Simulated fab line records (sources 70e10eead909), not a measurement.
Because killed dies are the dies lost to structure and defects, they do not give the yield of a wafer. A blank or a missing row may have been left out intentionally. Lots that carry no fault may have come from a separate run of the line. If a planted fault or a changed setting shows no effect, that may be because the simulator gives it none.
fab line records ; flow nandHarc ; part 2 of 2: steps 4 to 6 of 6
record: lots: 24; wafers: 72; lastDay: 33
route steps=1302 shown P_STI@87 P_GATE@157 P_CONTACT@232
lots untouched by any fault: they come from a run of this same line in which no faults occurred
startH: hours from the record's first day to the start of the lot's first wafer shown ; waitH: how many hours have passed since the lot's step before this one ; " as in the row above ; L1.1+2: a row that stands for several wafers ; - value missing, or start not given ; * or withheld: withheld ; < > ~ a bound
route shown NAME@n: names a module that has steps shown in the file, with the first one's number in the route ; usual: average and standard deviation across the fault-free wafers ; same: alike in all rows ; chamber/n: place in a boat ; sites: per-site readings ; _std_site: standard deviation across them ; _edge_site: outer sites' mean less inner sites' ; radiusMm: how far each site lies from the wafer's centre ; mask NAME#n: copy n ; behind: tool/chamber where the wafer was last shaped ; hold: reason for holding the lot/hours on hold/outcome of the hold ; device: names the non-switching transistor (n, p or np) ; end of line: the tests these same wafers got at the end of their route ; a step with no rows: only its recipe ; killed: dies that structure and defects cost at the first sort, which is not the same as the wafer's yield ; map: shows each die of a wafer: x if killed, . if not, _ if none is there
set.NAME: the setting that was run; set.NAME@STEP: the one run at that earlier step ; model.NAME: the simulator's own value behind a step, which no gauge read
a sample of lots followed through the steps of the route, with each step as a table and each wafer as a row
services: from which hour (startH, from the record's first day; less than 0 if before it) a tool's chamber was out of use, for how many hours, and why
== steps ==
step: NHARC_P_GATE_RTA_82
recipe: tempC: 450; timeS: 30
usual: lampPowerPct: 3.78/0.14; lamp_zone_4_pct: 3.78/0.14; wafer_temp_C_max: 451.4/0.31
lot.wafer;tool;chamber;startH;waitH;lampPowerPct;lamp_zone_4_pct;wafer_temp_C_max
L074.3;rtpAnneal-02;0;121.84;-;3.65;3.65;451.2
L074.4;rtpAnneal-02;0;121.84;-;3.65;3.65;451.1
L074.6;rtpAnneal-02;0;121.84;-;3.65;3.65;451.1
L075.3;rtpAnneal-02;0;124.60;-;3.64;3.65;451.4
L075.4;rtpAnneal-02;0;124.60;-;3.65;3.65;451.7
L075.5;rtpAnneal-02;0;124.60;-;3.65;3.64;451.5
L076.1;rtpAnneal-01;0;135.91;-;3.94;3.94;451.3
L076.2;rtpAnneal-01;0;135.91;-;3.94;3.94;451.4
L076.4;rtpAnneal-01;0;135.91;-;3.93;3.94;451.1
L077.1;rtpAnneal-02;0;144.38;-;3.65;3.65;451.7
L077.4;rtpAnneal-02;0;144.38;-;3.65;3.65;451.3
L077.6;rtpAnneal-02;0;144.38;-;3.65;3.65;451.0
L078.1;rtpAnneal-02;0;158.15;-;3.65;3.65;451.4
L078.5;rtpAnneal-02;0;158.15;-;3.64;3.65;451.3
L078.6;rtpAnneal-02;0;158.15;-;3.65;3.65;451.2
L079.1;rtpAnneal-02;0;168.51;-;3.65;3.65;451.2
L079.2;rtpAnneal-02;0;168.51;-;3.65;3.64;451.5
L079.6;rtpAnneal-02;0;168.51;-;3.65;3.65;452.3
L080.1;rtpAnneal-02;0;174.01;-;3.64;3.65;451.2
L080.4;rtpAnneal-02;0;174.01;-;3.64;3.66;451.9
L080.5;rtpAnneal-02;0;174.01;-;3.65;3.64;451.3
L081.2;rtpAnneal-02;0;191.92;-;3.65;3.65;451.6
L081.3;rtpAnneal-02;0;191.92;-;3.65;3.65;451.6
L081.6;rtpAnneal-02;0;191.92;-;3.65;3.64;451.0
L082.1;rtpAnneal-02;0;197.93;-;3.64;3.65;451.4
L082.2;rtpAnneal-02;0;197.93;-;3.65;3.65;451.6
L082.4;rtpAnneal-02;0;197.93;-;3.66;3.65;451.3
L083.3;rtpAnneal-01;0;205.84;-;3.93;3.94;451.4
L083.5;rtpAnneal-01;0;205.84;-;3.94;3.94;451.8
L083.6;rtpAnneal-01;0;205.84;-;3.93;3.94;450.9
L084.4;rtpAnneal-02;0;222.55;-;3.65;3.65;451.4
L084.5;rtpAnneal-02;0;222.55;-;3.65;3.65;451.2
L084.6;rtpAnneal-02;0;222.55;-;3.65;3.65;451.2
L085.1;rtpAnneal-01;0;230.78;-;3.94;3.93;452.2
L085.3;rtpAnneal-01;0;230.78;-;3.93;3.94;451.4
L085.5;rtpAnneal-01;0;230.78;-;3.94;3.94;451.2
L086.3;rtpAnneal-01;0;236.92;-;3.93;3.94;451.5
L086.5;rtpAnneal-01;0;236.92;-;3.94;3.93;451.4
L086.6;rtpAnneal-01;0;236.92;-;3.93;3.94;451.3
L087.1;rtpAnneal-02;0;240.74;-;3.65;3.64;451.3
L087.2;rtpAnneal-02;0;240.74;-;3.65;3.64;451.5
L087.5;rtpAnneal-02;0;240.74;-;3.65;3.65;451.2
L088.3;rtpAnneal-01;0;264.59;-;3.92;3.93;451.4
L088.4;rtpAnneal-01;0;264.59;-;3.93;3.93;451.7
L088.6;rtpAnneal-01;0;264.59;-;3.94;3.94;451.1
L089.1;rtpAnneal-01;0;265.05;-;3.94;3.93;452.0
L089.3;rtpAnneal-01;0;265.05;-;3.93;3.93;451.4
L089.6;rtpAnneal-01;0;265.05;-;3.93;3.94;451.4
L090.3;rtpAnneal-01;0;282.26;-;3.94;3.94;452.1
L090.4;rtpAnneal-01;0;282.26;-;3.94;3.94;452.3
L090.5;rtpAnneal-01;0;282.26;-;3.93;3.94;451.3
L091.3;rtpAnneal-01;0;293.35;-;3.93;3.93;451.1
L091.5;rtpAnneal-01;0;293.35;-;3.94;3.93;451.7
L091.6;rtpAnneal-01;0;293.35;-;3.94;3.94;451.1
L092.1;rtpAnneal-02;0;296.20;-;3.65;3.65;451.2
L092.3;rtpAnneal-02;0;296.20;-;3.64;3.65;451.7
L092.6;rtpAnneal-02;0;296.20;-;3.65;3.65;451.3
L093.1;rtpAnneal-02;0;307.84;-;3.64;3.64;451.5
L093.2;rtpAnneal-02;0;307.84;-;3.64;3.65;451.0
L093.6;rtpAnneal-02;0;307.84;-;3.65;3.65;451.7
L094.2;rtpAnneal-01;0;321.24;-;3.94;3.94;451.0
L094.3;rtpAnneal-01;0;321.24;-;3.94;3.94;451.5
L094.6;rtpAnneal-01;0;321.24;-;3.94;3.94;451.0
L095.2;rtpAnneal-02;0;328.18;-;3.65;3.65;451.0
L095.3;rtpAnneal-02;0;328.18;-;3.65;3.65;451.7
L095.4;rtpAnneal-02;0;328.18;-;3.65;3.64;451.1
L096.1;rtpAnneal-01;0;333.31;-;3.94;3.94;452.0
L096.2;rtpAnneal-01;0;333.31;-;3.93;3.93;451.5
L096.3;rtpAnneal-01;0;333.31;-;3.94;3.93;451.2
L097.1;rtpAnneal-01;0;346.92;-;3.94;3.93;451.9
L097.5;rtpAnneal-01;0;346.92;-;3.93;3.94;451.0
L097.6;rtpAnneal-01;0;346.92;-;3.94;3.94;451.6
step: NHARC_P_CONTACT_CD_MEAS_12
recipe: targetCdNm: 90; landingEnergyEv: 500
usual: cdNm: 90.0/0.41
lot.wafer;tool;chamber;startH;waitH;cdNm
L074.3;cdSem-02;0;123.46;-;90.8
L074.4;cdSem-02;0;123.46;-;90.5
L074.6;cdSem-02;0;123.46;-;89.9
L075.3;cdSem-02;0;126.23;-;90.6
L075.4;cdSem-02;0;126.23;-;90.1
L075.5;cdSem-02;0;126.23;-;90.3
L076.1;cdSem-03;0;137.72;-;90.5
L076.2;cdSem-03;0;137.72;-;90.1
L076.4;cdSem-03;0;137.72;-;90.8
L077.1;cdSem-03;0;146.20;-;90.1
L077.4;cdSem-03;0;146.20;-;90.3
L077.6;cdSem-03;0;146.20;-;89.9
L078.1;cdSem-02;0;159.96;-;89.7
L078.5;cdSem-02;0;159.96;-;89.6
L078.6;cdSem-02;0;159.96;-;89.5
L079.1;cdSem-01;0;170.20;-;90.2
L079.2;cdSem-01;0;170.20;-;90.6
L079.6;cdSem-01;0;170.20;-;89.8
L080.1;cdSem-01;0;175.82;-;90.8
L080.4;cdSem-01;0;175.82;-;89.6
L080.5;cdSem-01;0;175.82;-;90.0
L081.2;cdSem-02;0;193.70;-;89.7
L081.3;cdSem-02;0;193.70;-;89.3
L081.6;cdSem-02;0;193.70;-;89.7
L082.1;cdSem-03;0;199.61;-;90.0
L082.2;cdSem-03;0;199.61;-;90.3
L082.4;cdSem-03;0;199.61;-;90.1
L083.3;cdSem-01;0;207.47;-;89.9
L083.5;cdSem-01;0;207.47;-;90.1
L083.6;cdSem-01;0;207.47;-;90.0
L084.4;cdSem-03;0;224.28;-;90.2
L084.5;cdSem-03;0;224.28;-;89.8
L084.6;cdSem-03;0;224.28;-;89.4
L085.1;cdSem-03;0;232.59;-;90.3
L085.3;cdSem-03;0;232.59;-;90.3
L085.5;cdSem-03;0;232.59;-;90.0
L086.3;cdSem-03;0;238.66;-;90.7
L086.5;cdSem-03;0;238.66;-;89.9
L086.6;cdSem-03;0;238.66;-;91.1
L087.1;cdSem-02;0;242.55;-;89.7
L087.2;cdSem-02;0;242.55;-;89.2
L087.5;cdSem-02;0;242.55;-;90.5
L088.3;cdSem-03;0;266.35;-;90.0
L088.4;cdSem-03;0;266.35;-;90.1
L088.6;cdSem-03;0;266.35;-;90.0
L089.1;cdSem-03;0;266.74;-;90.2
L089.3;cdSem-03;0;266.74;-;89.7
L089.6;cdSem-03;0;266.74;-;89.5
L090.3;cdSem-02;0;284.03;-;89.3
L090.4;cdSem-02;0;284.03;-;89.7
L090.5;cdSem-02;0;284.03;-;90.1
L091.3;cdSem-03;0;295.11;-;90.3
L091.5;cdSem-03;0;295.11;-;89.8
L091.6;cdSem-03;0;295.11;-;90.7
L092.1;cdSem-01;0;297.88;-;89.9
L092.3;cdSem-01;0;297.88;-;89.5
L092.6;cdSem-01;0;297.88;-;89.8
L093.1;cdSem-02;0;309.56;-;90.2
L093.2;cdSem-02;0;309.56;-;90.3
L093.6;cdSem-02;0;309.56;-;90.3
L094.2;cdSem-01;0;323.16;-;90.2
L094.3;cdSem-01;0;323.16;-;90.3
L094.6;cdSem-01;0;323.16;-;89.9
L095.2;cdSem-03;0;329.97;-;89.5
L095.3;cdSem-03;0;329.97;-;89.5
L095.4;cdSem-03;0;329.97;-;89.7
L096.1;cdSem-03;0;335.12;-;90.0
L096.2;cdSem-03;0;335.12;-;89.7
L096.3;cdSem-03;0;335.12;-;89.5
L097.1;cdSem-01;0;348.72;-;89.5
L097.5;cdSem-01;0;348.72;-;89.5
L097.6;cdSem-01;0;348.72;-;89.7
step: NHARC_P_CONTACT_OVL_MEAS_13
usual: overlayXNm: -0.1/0.94; overlayYNm: -0.3/0.85
lot.wafer;tool;chamber;startH;waitH;overlayXNm;overlayYNm
L074.3;overlay-01;-;123.55;-;-0.7;-0.4
L074.4;overlay-01;-;123.55;-;-0.6;-0.6
L074.6;overlay-01;-;123.55;-;-0.4;-1.0
L075.3;overlay-02;-;126.31;-;-0.2;1.3
L075.4;overlay-02;-;126.31;-;0.4;1.9
L075.5;overlay-02;-;126.31;-;0.3;1.3
L076.1;overlay-02;-;137.80;-;-0.4;-0.3
L076.2;overlay-02;-;137.80;-;-0.6;-1.0
L076.4;overlay-02;-;137.80;-;-0.5;-0.7
L077.1;overlay-02;-;146.28;-;-1.8;0.4
L077.4;overlay-02;-;146.28;-;-1.2;0.1
L077.6;overlay-02;-;146.28;-;-1.2;0.3
L078.1;overlay-01;-;160.05;-;-1.6;-0.6
L078.5;overlay-01;-;160.05;-;-1.7;-0.6
L078.6;overlay-01;-;160.05;-;-1.7;-0.7
L079.1;overlay-02;-;170.28;-;0.1;0.1
L079.2;overlay-02;-;170.28;-;-0.1;-0.1
L079.6;overlay-02;-;170.28;-;-0.5;0.2
L080.1;overlay-01;-;175.91;-;0.4;1.0
L080.4;overlay-01;-;175.91;-;0.5;1.7
L080.5;overlay-01;-;175.91;-;1.0;0.3
L081.2;overlay-02;-;193.78;-;-0.5;-1.1
L081.3;overlay-02;-;193.78;-;-0.3;-1.2
L081.6;overlay-02;-;193.78;-;0.0;-0.9
L082.1;overlay-01;-;199.70;-;-0.5;-1.1
L082.2;overlay-01;-;199.70;-;-0.2;-0.5
L082.4;overlay-01;-;199.70;-;-0.6;-0.9
L083.3;overlay-02;-;207.56;-;-1.5;1.1
L083.5;overlay-02;-;207.56;-;-0.8;0.9
L083.6;overlay-02;-;207.56;-;-0.9;1.0
L084.4;overlay-01;-;224.36;-;-0.2;-0.8
L084.5;overlay-01;-;224.36;-;0.1;-0.3
L084.6;overlay-01;-;224.36;-;-0.5;-0.3
L085.1;overlay-01;-;232.68;-;-0.6;-1.0
L085.3;overlay-01;-;232.68;-;-1.2;-1.2
L085.5;overlay-01;-;232.68;-;-1.0;-0.9
L086.3;overlay-01;-;238.75;-;-0.2;-1.4
L086.5;overlay-01;-;238.75;-;-0.4;-1.4
L086.6;overlay-01;-;238.75;-;-0.7;-1.3
L087.1;overlay-02;-;242.64;-;1.1;-1.2
L087.2;overlay-02;-;242.64;-;1.4;-1.1
L087.5;overlay-02;-;242.64;-;1.0;-0.7
L088.3;overlay-01;-;266.43;-;1.3;-0.7
L088.4;overlay-01;-;266.43;-;1.5;-0.5
L088.6;overlay-01;-;266.43;-;0.9;-0.3
L089.1;overlay-02;-;266.82;-;0.3;-1.5
L089.3;overlay-02;-;266.82;-;0.6;-1.1
L089.6;overlay-02;-;266.82;-;0.1;-1.2
L090.3;overlay-01;-;284.12;-;-1.0;1.0
L090.4;overlay-01;-;284.12;-;-1.1;1.0
L090.5;overlay-01;-;284.12;-;-0.7;1.7
L091.3;overlay-01;-;295.20;-;-0.3;-0.6
L091.5;overlay-01;-;295.20;-;0.0;-0.6
L091.6;overlay-01;-;295.20;-;-0.1;-0.6
L092.1;overlay-02;-;297.97;-;2.7;-0.1
L092.3;overlay-02;-;297.97;-;2.1;-0.6
L092.6;overlay-02;-;297.97;-;2.3;-0.8
L093.1;overlay-01;-;309.65;-;-1.1;0.2
L093.2;overlay-01;-;309.65;-;-1.6;0.3
L093.6;overlay-01;-;309.65;-;-0.5;0.3
L094.2;overlay-02;-;323.25;-;0.7;-0.9
L094.3;overlay-02;-;323.25;-;0.5;-1.5
L094.6;overlay-02;-;323.25;-;0.8;-1.0
L095.2;overlay-02;-;330.06;-;1.4;-0.1
L095.3;overlay-02;-;330.06;-;1.3;-0.2
L095.4;overlay-02;-;330.06;-;1.4;-0.1
L096.1;overlay-01;-;335.21;-;-0.7;0.2
L096.2;overlay-01;-;335.21;-;-0.6;0.2
L096.3;overlay-01;-;335.21;-;-0.8;0.2
L097.1;overlay-01;-;348.81;-;0.1;-1.0
L097.5;overlay-01;-;348.81;-;0.4;-1.1
L097.6;overlay-01;-;348.81;-;0.2;-1.3
== services ==
tool;chamber;startH;hours;kind
rieDiel-12;2;35.10;4.1;repair
rieDiel-13;1;46.68;4.4;repair
rieDiel-06;-;50.42;1.0;repair
rieDiel-12;3;59.51;11.3;repair
rieDiel-07;-;79.67;1.5;repair
rieDiel-12;0;82.30;4.3;repair
rieDiel-12;-;91.45;9.0;pm
rieDiel-03;-;104.30;9.0;pm
rieDiel-12;-;114.67;1.5;repair
rieDiel-07;-;117.20;9.0;pm
rieDiel-07;3;128.44;15.7;repair
rieDiel-07;2;135.98;10.6;repair
rieDiel-03;2;159.24;7.9;repair
rieDiel-03;3;224.14;8.0;repair
rieDiel-12;0;226.33;6.4;repair
rieDiel-03;1;252.92;2.5;repair
rieDiel-12;0;266.80;9.4;repair
rieDiel-12;-;268.45;9.0;pm
rieDiel-07;3;270.95;13.2;repair
rieDiel-03;-;281.30;9.0;pm
rieDiel-12;1;288.13;6.1;repair
rieDiel-07;-;294.20;9.0;pm
rieDiel-03;0;297.68;25.2;repair
rieDiel-12;2;303.32;3.3;repair
